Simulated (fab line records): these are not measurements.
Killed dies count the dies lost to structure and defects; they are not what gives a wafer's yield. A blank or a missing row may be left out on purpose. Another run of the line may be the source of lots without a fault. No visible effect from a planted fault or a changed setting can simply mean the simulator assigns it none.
fab line records    flow n5_finfet
record lots=4  wafers=10  last_day=16
route steps=1938 shown BEOL_M2@916 BEOL_M3@931 BEOL_M4@1111 PASSIVATION@1936
lots with no fault: from the same line, run without faults
start_h: hours from the record's first day to the start of the lot's first wafer shown    wait_h: how many hours have passed since the lot's step before this one    " as in the row above    L1.1+2: a single row standing in for several wafers    - no value, or no start given    * or withheld: withheld    < > ~ a bound
route shown NAME@n: NAME is a module with steps in the file, n the number in the route of the first one    usual: the fault-free wafers' mean and standard deviation    same: alike in all rows    chamber/n: place in a boat    sites: readings site by site    _std_site: the standard deviation of these    _edge_site: outer sites' mean less inner sites'    radius_mm: for every site, how far away it sits from the centre of the wafer    mask NAME#n: copy n    behind: tool/chamber where the wafer was last shaped    hold: the reason the lot was held/the length of the hold in hours/how it ended    device: the transistor (n, p or np) that didn't switch    end of line: tests run on the same wafers once the route is complete    for a step that has no rows: nothing shown but its recipe    killed: count of dies lost to structure and defects at first sort (not the wafer's yield)    map: the dies of a wafer, with x for killed, . for not killed, _ for no die there
set.NAME: the setting that was run; set.NAME@STEP: the one run at that earlier step    model.NAME: the simulator's own value behind a step, which no gauge read
a table for each step, a row for each wafer; lots at some steps of the route
services: a tool's chamber out of use, with start hour (start_h, from the record's first day; less than 0 if before it), hours out, and reason
## steps
# step N5_BEOL_M2_SPUTTER_92
# recipe material=Cu  target_thk_a=45  temp_c=-20  chamber_pressure_pa=0.07  power_w=withheld  time_s=8.29
# step N5_BEOL_M2_ANNEAL_93
# recipe temp_c=400  time_s=240  ambient=vacuum
# step N5_BEOL_M2_SPUTTER_94
# recipe material=Cu  target_thk_a=45  temp_c=-20  chamber_pressure_pa=0.07  power_w=withheld  time_s=8.29
# step N5_BEOL_M2_ANNEAL_95
# recipe temp_c=400  time_s=240  ambient=vacuum
# step N5_BEOL_M2_SPUTTER_96
# recipe material=Cu  target_thk_a=45  temp_c=-20  chamber_pressure_pa=0.07  power_w=withheld  time_s=8.29
# step N5_BEOL_M2_ECD_50
# recipe material=Cu  target_thk_a=3000
# step N5_BEOL_M2_ANNEAL_51
# recipe temp_c=225  time_s=90  ambient=N2
# step N5_BEOL_M2_CMP_52
# recipe stop_on=SiOC  t_overpolish_s=6.8  down_force_psi=1  platen_rpm=50  clearing_platen_down_force_psi=1.5  clearing_platen_rpm=50  post_cmp_clean=cu_alkaline  target_thk_nm=40  clearing_platen_pad_velocity_m_s=0.99484  pad_velocity_m_s=0.99484
# step N5_BEOL_M2_PRE_CLEAN_60
# recipe gas=NH3/H2  time_s=15  temp_c=*  rf_power_w=300
# step N5_BEOL_M2_CO_CAP_55
# recipe material=Co  target_thk_a=20  temp_c=200  precursor=CCTBA/H2  pressure_torr=30  time_s=102.1
# step N5_BEOL_M2_PRE_CLEAN_56
# recipe gas=NH3  time_s=15  temp_c=withheld  rf_power_w=300
# step N5_BEOL_M2_DEP_57
# recipe material=SiCN  target_thk_a=80  temp_c=withheld  precursor=3MS/NH3  pressure_torr=3  rf_w=202  time_s=14
# usual showerhead_plenum_p_Torr=3.667/0.012  throttle_valve_pct=9.0/0.33
lot.wafer  tool      chamber  start_h  wait_h  showerhead_plenum_p_Torr  throttle_valve_pct  model.SiCN_of_BEOL_M2_DEP_57.thk_nm
L873.2     pecvd-03  1        198.84   0.0     3.677                     9.2                 7.6
L873.4     "         1        "        "       3.683                     9.0                 7.8
L873.6     "         2        "        "       3.655                     9.2                 7.8
L880.1     pecvd-04  1        244.79   0.0     3.655                     9.1                 8
L880.4     "         0        "        "       3.661                     9.4                 8.2
L880.6     "         1        "        "       3.658                     9.3                 8.2
L884.4     pecvd-03  1        255.03   0.0     3.686                     8.9                 2.6
L884.6     "         0        "        "       3.670                     9.5                 7.8
L886.4     pecvd-03  0        267.42   0.0     3.665                     9.3                 3
L886.6     "         2        "        "       3.650                     9.0                 8
# step N5_BEOL_M3_ILD_DEP_00
# recipe material=SiOC  target_thk_a=790  temp_c=350  precursor=DEMS/O2  pressure_torr=5  rf_w=500  time_s=15.3
# step N5_BEOL_M3_PECVD_72
# recipe material=SiO2  target_thk_a=160  temp_c=400  precursor=TEOS/O2  pressure_torr=5.5  rf_w=450  teos_flow_sccm=53.8  gas=O2  flow_sccm=3000  time_s=18
# step N5_BEOL_M3_HM_DEP_02
# recipe material=TiN  target_thk_a=200  temp_c=25  chamber_pressure_pa=0.49996
# step N5_BEOL_M3_COAT_61
# recipe resist=SOC  temp_c=250  time_s=60  spin_rpm=1500  resist_thk_nm=60
# step N5_BEOL_M3_COAT_62
# recipe resist=SiARC  temp_c=220  time_s=60  spin_rpm=1500  resist_thk_nm=12
# step N5_BEOL_M3_COAT_73
# recipe resist=underlayer  temp_c=205  time_s=60  spin_rpm=1500  resist_thk_nm=5
# step N5_BEOL_M3_COAT_05
# recipe resist=CAR-EUV  spin_rpm=1500  resist_thk_nm=30
# step N5_BEOL_M3_EBR_07
# recipe solvent=PGMEA  ebr_width_mm=1.5
# step N5_BEOL_M3_SOFTBAKE_06
# recipe temp_c=110  time_s=60  resist=CAR-EUV
# step N5_BEOL_M3_EXPOSE_08
# recipe mask_id=M3  na=0.33  source_shape=dipole  sigma_inner=0.369  sigma_outer=0.767  polarization=unpolarized  dose_mj=33
# step N5_BEOL_M3_PEB_09
# recipe peb_temp_c=100  peb_time_s=60  resist=CAR-EUV
# step N5_BEOL_M3_DEVELOP_10
# recipe develop_time_s=30  developer=TMAH  resist=CAR-EUV  rinse_liquid=surfactant_rinse  dry=air_spin  dev_temp_c=23
# step N5_BEOL_M3_DESCUM_16
# recipe chemistry=O2  time_s=7  source_power_w=50  bias_power_w=20  pressure_mtorr=20  rf_frequency_hz=2.712e+07  temp_c=40  resist=CAR-EUV  o2_flow_sccm=225
# step N5_BEOL_M3_ETCH_74
# recipe chemistry=N2/H2  target=underlayer  target_depth_a=65  mask_material=CAR-EUV  time_s=5.2  ion_energy_ev=200  pressure_mtorr=30  source_w=840  bias_w=150  n2_flow_sccm=200  h2_flow_sccm=200  ends=cleared
# step N5_BEOL_M3_ETCH_63
# recipe chemistry=CF4  target=SiARC  target_depth_a=156  mask_material=CAR-EUV  time_s=26  ion_energy_ev=80  pressure_mtorr=40  source_w=545  bias_w=36  Ar_flow_sccm=100  cf4_flow_sccm=100  ends=cleared
# step N5_BEOL_M3_ETCH_64
# recipe chemistry=N2/H2  target=SOC  target_depth_a=750  overetch_a=150  mask_material=SiARC  temp_c=40  time_s=112.5  ion_energy_ev=200  pressure_mtorr=30  source_w=840  bias_w=150  n2_flow_sccm=200  h2_flow_sccm=200
# step N5_BEOL_M3_STRIP_65
# recipe chemistry=N2/H2  temp_c=40  n2_flow_sccm=200  h2_flow_sccm=200  rf_frequency_hz=6e+07
# step N5_BEOL_M3_STRIP_75
# recipe chemistry=N2/H2  temp_c=40  n2_flow_sccm=200  h2_flow_sccm=200  rf_frequency_hz=6e+07
# step N5_BEOL_M3_STRIP_66
# recipe chemistry=CF4  resist=SiARC  power_w=300  bias_power_w=75  pressure_mtorr=50  cf4_flow_sccm=150  rf_frequency_hz=6e+07
# step N5_BEOL_M3_HM_OPEN_17
# recipe chemistry=Cl2/BCl3  target_depth_a=200  overetch_a=60  target=TiN  mask_material=SOC  ion_energy_ev=150  pressure_mtorr=10  icp_w=1000  bias_w=126  Cl2_flow_sccm=53.25  bcl3_flow_sccm=21.75  Ar_flow_sccm=25
# step N5_BEOL_M3_STRIP_19
# recipe chemistry=O2  power_w=400  temp_c=40  pressure_mtorr=30  rf_frequency_hz=6e+07  bias_power_w=0  overash_fraction=0.2  o2_flow_sccm=225
# step N5_BEOL_M3_COAT_67
# recipe resist=SOC  temp_c=250  time_s=60  spin_rpm=1500  resist_thk_nm=60
# step N5_BEOL_M3_CMP_52
# recipe stop_on=SiOC  t_overpolish_s=6.8  down_force_psi=1  platen_rpm=50  clearing_platen_down_force_psi=1.5  clearing_platen_rpm=50  post_cmp_clean=cu_alkaline  target_thk_nm=40  clearing_platen_pad_velocity_m_s=0.99484  pad_velocity_m_s=0.99484
# usual barrier_field_endpoint_s=24.6/0.61  motor_current_A=6.3/0.63  overpolish_run_s=6.800/0.0082  platen_rpm=50.00/0.036  time_to_endpoint_s=62.2/2.8
lot.wafer  tool    chamber  start_h  wait_h  barrier_field_endpoint_s  motor_current_A  overpolish_run_s  platen_rpm  time_to_endpoint_s  model.Cu_of_BEOL_M3_ECD_50.thk_nm
L873.4     cmp-03  0        208.40   0.1     23.8                      6.2              6.806             49.99       57.7                41.4
L873.2     "       2        "        "       23.6                      6.1              6.796             50.00       58.9                38.4
L873.6     "       0        "        "       24.6                      5.9              6.798             49.98       60.3                40.2
L880.4     cmp-01  1        251.92   0.2     24.7                      6.7              6.797             49.99       59.0                41.2
L880.1     "       3        "        "       24.1                      6.4              6.806             49.94       60.8                41
L880.6     "       0        "        "       25.0                      6.1              6.799             50.02       62.1                42
L884.4     cmp-02  0        261.55   0.1     24.9                      5.9              6.801             50.00       61.4                35.6
L884.6     "       0        "        "       23.9                      6.0              6.815             50.00       64.3                41.2
L886.4     cmp-01  2        285.00   0.2     24.0                      6.8              6.802             49.98       59.4                34.6
L886.6     "       1        "        "       25.0                      6.8              6.792             50.02       62.5                40.2
# step N5_BEOL_M3_THK_MEAS_53
# recipe thk_meas_gauge=xrf  reads=Cu_of_BEOL_M3_ECD_50
# usual M3_THK=40.4/1.4
lot.wafer  tool           chamber  start_h  wait_h  M3_THK[nm]
L873.2     film_metro-02  -        208.70   -       38.5
L873.4     "              -        "        "       41.6
L873.6     "              -        "        "       40.3
L880.1     film_metro-01  -        252.18   -       40.9
L880.4     "              -        "        "       41.3
L880.6     "              -        "        "       42.0
L884.4     film_metro-01  -        261.85   -       35.3
L884.6     "              -        "        "       40.9
L886.4     film_metro-01  -        285.22   -       34.4
L886.6     "              -        "        "       39.8
# step N5_BEOL_M3_RS_MEAS_58
# recipe thk_meas_gauge=four-point-probe  reads=Co_of_BEOL_M3_CO_CAP_55+Cu_of_BEOL_M3_ECD_50+Co_of_BEOL_M3_CVD_47+TaN_of_BEOL_M3_ALD_84
# usual M3_RS=0.662/0.029
lot.wafer  tool           chamber  start_h  wait_h  M3_RS[ohm/sq]
L873.2     film_metro-02  -        209.01   0.1     0.704
L873.4     "              -        "        "       0.638
L873.6     "              -        "        "       0.666
L880.1     film_metro-01  -        252.44   0.0     0.649
L880.4     "              -        "        "       0.643
L880.6     "              -        "        "       0.627
L884.4     film_metro-01  -        262.28   0.0     0.779
L884.6     "              -        "        "       0.645
L886.4     film_metro-01  -        285.51   0.1     0.804
L886.6     "              -        "        "       0.664
# step N5_BEOL_M4_RC_MEAS_101
# usual DIBL_N=36.4/1.3  DIBL_P=36.5/1.7  IOFF_N=0.154/0.022  IOFF_P=0.202/0.025  ION_N=671/9.8  ION_P=460/6.8  SS_N=71.6/0.54  SS_P=73.4/0.58  VT_N=250.9/2.8  VT_P=-251.4/2.7
lot.wafer  tool       chamber  start_h  wait_h  DIBL_N[mV/V]  DIBL_P[mV/V]  IOFF_N[nA/um]  IOFF_P[nA/um]  ION_N[uA/um]  ION_P[uA/um]  SS_N[mV/dec]  SS_P[mV/dec]  VT_N[mV]  VT_P[mV]
L873.2     prober-02  0        220.21   0.2     35.4          34.7          0.159          0.178          672           452           71.6          72.9          248.4     -255.8
L873.4     "          0        "        "       33.8          32.9          0.127          0.165          652           446           70.9          73.0          254.4     -255.9
L873.6     "          0        "        "       37.1          37.2          0.187          0.216          674           457           72.1          73.8          248.1     -253.4
L880.1     prober-02  0        261.41   0.0     35.9          35.8          0.158          0.198          677           467           72.0          74.0          248.8     -247.8
L880.4     "          0        "        "       36.6          37.2          0.176          0.216          679           461           72.1          73.8          249.0     -251.8
L880.6     "          0        "        "       35.4          35.5          0.147          0.183          678           469           71.9          73.9          250.8     -252.8
L884.4     prober-02  0        270.90   0.5     36.1          35.2          0.142          0.202          663           459           71.1          72.6          252.9     -249.2
L884.6     "          0        "        "       36.9          36.9          0.161          0.217          667           459           72.2          73.0          251.3     -248.2
L886.4     prober-01  0        296.17   0.5     37.4          36.9          0.176          0.230          676           461           72.2          74.3          249.3     -249.1
L886.6     "          0        "        "       37.0          36.0          0.167          0.210          672           453           71.8          73.7          251.2     -250.0
# step N5_PASSIVATION_PROBE_49
# usual defect_limited_yield=91.1/1.3  killed_at_M0_to_M3=34/10  killed_at_M4_up=14/5.7  killed_at_contacts=12/5.9  killed_at_front_end=41/12  killed_at_other=4/3.1  killed_dies=105/15  killed_open=69/11  killed_short=35/7.8  sort_bin_5_function=5.3/0.81  sort_bin_6_memory=3.3/0.75  sort_n_pass=1075/15  sort_yield_pct=91.1/1.3
# same gross_dies=1180  killed_at_back_side=0  sort_bin_4_leakage[%]=0  sort_bin_8_speed[%]=0
lot.wafer  tool       chamber  start_h  wait_h  defect_limited_yield[%]  killed_at_M0_to_M3  killed_at_M4_up  killed_at_contacts  killed_at_front_end  killed_at_other  killed_dies  killed_open  killed_short  sort_bin_5_function[%]  sort_bin_6_memory[%]  sort_n_pass  sort_yield_pct[%]
L880.1     prober-01  -        364.17   0.0     89.8                     37                  21               20                  35                   7                120          81           37            5.8                     3.7                   1060         89.8
L880.4     prober-01  -        364.32   0.2     90.3                     25                  20               15                  54                   1                115          69           45            5.8                     3.3                   1065         90.3
L880.6     prober-01  -        364.42   0.3     90.8                     18                  35               19                  30                   6                108          69           36            4.7                     3.7                   1072         90.8
L884.4     prober-01  -        374.61   0.2     90.1                     58                  17               8                   33                   1                117          73           42            6.3                     3.6                   1063         90.1
L884.6     prober-01  -        374.71   0.3     91.9                     29                  5                2                   59                   1                96           49           45            5.1                     2.6                   1084         91.9
L886.4     prober-02  -        392.74   0.2     91.0                     33                  4                22                  46                   1                106          77           27            5.2                     3.2                   1074         91.0
L886.6     prober-02  -        392.84   0.3     90.6                     42                  9                14                  43                   3                111          72           33            5.8                     3.1                   1069         90.6
# killed by level:class
L880.1 MOL_CONTACT_COAG:geometric_particle:open=16 STI_FIN_REVEAL:geometric_particle:open=11 BEOL_M4:geometric_particle:open=11 BEOL_M0_SAQP:geometric_particle:open=9 BEOL_M1:geometric_particle:open=8 BEOL_M3:geometric_particle:open=6 GATE_CUT:geometric_particle:short=5 BEOL_M0_SAQP:geometric_particle:short=5
L880.4 MOL_CONTACT_COAG:geometric_particle:open=12 BEOL_M0_SAQP:geometric_particle:open=10 ILD0:geometric_particle:short=8 BEOL_M4:geometric_particle:open=8 STI_FIN_REVEAL:geometric_particle:open=7 GATE_CUT:geometric_particle:short=6 GATE_CUT:geometric_particle:open=6 FIN_SAQP:geometric_particle:open=5
L880.6 BEOL_M4:geometric_particle:open=21 MOL_CONTACT_COAG:geometric_particle:open=17 STI_FIN_REVEAL:geometric_particle:open=7 GATE_CUT:geometric_particle:short=6 BEOL_M2:geometric_particle:short=6 BEOL_M0:geometric_particle:short=4 BEOL_M1:geometric_particle:open=4 BEOL_M4:geometric_particle:short=3
L884.4 BEOL_M0_SAQP:geometric_particle:short=17 BEOL_M1:geometric_particle:open=11 BEOL_M0_SAQP:geometric_particle:open=10 FIN_SAQP:geometric_particle:short=8 BEOL_M3:geometric_particle:open=8 MOL_CONTACT_COAG:geometric_particle:open=6 BEOL_M8:geometric_particle:open=6 FIN_SAQP:geometric_particle:open=5
L884.6 FIN_SAQP:geometric_particle:short=17 GATE_CUT:geometric_particle:short=10 FIN_SAQP:geometric_particle:open=8 BEOL_M0_SAQP:geometric_particle:short=6 STI_FIN_REVEAL:geometric_particle:open=5 BEOL_M0_SAQP:geometric_particle:open=5 BEOL_M1:geometric_particle:open=5 BEOL_M3:geometric_particle:open=5
L886.4 MOL_CONTACT_COAG:geometric_particle:open=21 STI_FIN_REVEAL:geometric_particle:open=16 BEOL_M0_SAQP:geometric_particle:short=9 DUMMY_GATE:geometric_particle:open=6 BEOL_M0_SAQP:geometric_particle:open=6 FIN_SAQP:geometric_particle:short=5 BEOL_M1:geometric_particle:open=5 BEOL_M3:geometric_particle:open=5
L886.6 DUMMY_GATE:geometric_particle:open=14 BEOL_M0_SAQP:geometric_particle:short=13 MOL_CONTACT_COAG:geometric_particle:open=8 BEOL_M0_SAQP:geometric_particle:open=8 BEOL_M2:geometric_particle:open=8 STI_FIN_REVEAL:geometric_particle:open=7 BEOL_M3:geometric_particle:open=7 MOL_CONTACT_COAG:geometric_particle:short=6
## services
tool      chamber  start_h  hours  kind
pecvd-03  2        178.04   2.1    scheduled_down
cmp-01    -        189.30   1.0    repair
cmp-02    -        201.67   0.3    repair
cmp-03    -        211.96   4.0    pm
cmp-03    -        215.96   -      consumable_replace:conditioner
cmp-03    -        215.96   -      consumable_replace:pad
pecvd-04  1        220.00   2.1    scheduled_down
cmp-03    -        239.57   5.5    pm
pecvd-03  2        239.61   5.5    scheduled_down
pecvd-04  2        241.44   2.1    scheduled_down
cmp-01    -        245.32   0.2    repair
cmp-02    -        248.33   0.2    repair
cmp-03    -        250.58   1.7    repair
pecvd-03  -        255.30   4.5    repair
## key
first_sign step=N5_BEOL_M3_THK_MEAS_53  reading=M3_THK  direction=down  sigmas=3.9  usual=40.4  struck=34.9
effect step=N5_BEOL_M3_RS_MEAS_58  reading=M3_RS  direction=up  sigmas=4.5  usual=0.662  struck=0.792
model_effect step=N5_BEOL_M2_DEP_57  value=SiCN_of_BEOL_M2_DEP_57.thk_nm  without=7.9  struck=2.8
model_effect step=N5_BEOL_M3_CMP_52  value=Cu_of_BEOL_M3_ECD_50.thk_nm  without=40.2  struck=35.1
met_at N5_BEOL_M2_DEP_57
struck_wafers L884.4,L886.4
onset_between 198.84 255.03
fault kind=process_parameter_drift  tool=pecvd-03  chamber=-  onset_h=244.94  steps=N5_BEOL_M2_DEP_57  channel=time_s  offset=*  shape=step  end_h=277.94  scope=struck_wafers_only  acts_in=*  stated=*
